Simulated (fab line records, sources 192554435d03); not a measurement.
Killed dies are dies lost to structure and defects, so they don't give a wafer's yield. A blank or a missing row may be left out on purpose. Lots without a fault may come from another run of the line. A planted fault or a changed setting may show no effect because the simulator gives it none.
Chamber matching | flow n5_finfet | N5_BEOL_M5_CURE_80 on uv_cure-01: 3 sister chambers
The step cures SiCOH lowk, time 120 s. 6 wafers are shown with their chamber, then 8 later ones without.

WAFERS WITH THEIR CHAMBER
wafer  | chamber | wafer_temp_C_max | lamp_power_pct (%)
L082.5 | 1       | 371.5            | 52.24
L082.6 | 1       | 372.1            | 52.26
L084.5 | 0       | 371.9            | 52.33
L095.3 | 2       | 372.1            | 52.25
L095.6 | 2       | 371.0            | 52.32
L096.1 | 0       | 372.0            | 52.23

WAFERS WITHOUT THEIR CHAMBER
wafer  | wafer_temp_C_max | lamp_power_pct (%)
L096.2 | 372.0            | 52.30
L096.3 | 372.1            | 52.24
L096.4 | 372.9            | 52.39
L096.5 | 372.0            | 52.35
L096.6 | 372.0            | 52.37
L097.3 | 371.2            | 52.34
L097.5 | 371.1            | 52.28
L097.6 | 370.8            | 52.36

WHICH CHAMBER EACH WENT THROUGH
wafer  | from the rows above          | in truth
L096.2 | can't be placed: 0 or 2 or 1 | 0
L096.3 | can't be placed: 1 or 0 or 2 | 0
L096.4 | can't be placed: 0 or 2 or 1 | 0
L096.5 | can't be placed: 0 or 2 or 1 | 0
L096.6 | can't be placed: 0 or 2 or 1 | 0
L097.3 | can't be placed: 2 or 0 or 1 | 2
L097.5 | can't be placed: 2 or 1 or 0 | 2
L097.6 | can't be placed: 2 or 0 or 1 | 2
Placed correctly: 0 of 8. Can't be placed from these rows: 8 (the true chamber is among the candidates in 8). Placed wrongly: 0.
How it was worked out, from the rows above alone: a wafer's distance from a chamber is the root of the sum, over the readings, of the square of ((its reading less the chamber's mean) divided by the reading's scatter). The wafer belongs to the nearest chamber; if the next one is less than 2 further off, it can't be placed. A chamber's mean is the mean of its shown wafers. The scatter: the root of (the sum of the squares of (reading less its chamber's mean) over the shown wafers, divided by (wafers less chambers)).
